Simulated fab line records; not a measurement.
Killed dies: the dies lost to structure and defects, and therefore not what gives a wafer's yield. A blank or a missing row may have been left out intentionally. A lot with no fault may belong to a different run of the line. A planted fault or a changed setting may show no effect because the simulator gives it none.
Matching of chambers -- flow n5Finfet -- 4 sister chambers for N5_BEOL_M0_CUTY_ETCH_63 on rieDiel-06
The step etches SOC in N2/H2, target depth 82.7 nm, overetch 16.5 nm, time 124 s. 8 wafers are shown with their chamber, then 7 later ones without.

## WAFERS WITH THEIR CHAMBER
wafer,chamber,drypumpMotorCurrentA (A),throttleValvePct (%)
L077.1,2,5.1,18.15
L078.1,0,5.8,18.26
L078.4,1,5.9,18.52
L086.1,3,5.8,17.70
L086.2,0,5.9,18.29
L086.3,1,5.9,18.10
L091.2,3,5.8,17.68
L091.4,2,5.1,18.21

## WAFERS MISSING THEIR CHAMBER
wafer,drypumpMotorCurrentA (A),throttleValvePct (%)
L091.6,5.9,18.14
L093.1,5.9,18.13
L093.4,5.1,18.21
L093.6,5.8,18.31
L096.3,5.7,17.74
L096.4,5.7,17.70
L096.5,5.1,18.22

## WHICH CHAMBER EACH WENT THROUGH
wafer,from the rows above,in truth
L091.6,can't be placed: 1 or 0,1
L093.1,can't be placed: 1 or 0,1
L093.4,2,2
L093.6,can't be placed: 0 or 1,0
L096.3,3,3
L096.4,3,3
L096.5,2,2
Correctly placed: 4 of 7. Unplaceable from these rows: 3, with the true chamber sitting among the candidates in 3. Placed wrongly: 0.
How it was worked out, from the rows above alone: a wafer's distance from a chamber is the root of the sum, over the readings, of the square of ((its reading less the chamber's mean) divided by the reading's scatter). If the next closest chamber is less than 2 further off than the closest, the wafer can't be placed; otherwise it belongs to the closest. The mean given for a chamber averages the wafers shown for that chamber. How the scatter is found: for the shown wafers, subtract from each reading the mean of its chamber, square and add these, divide the total by (wafers less chambers), then take the root.
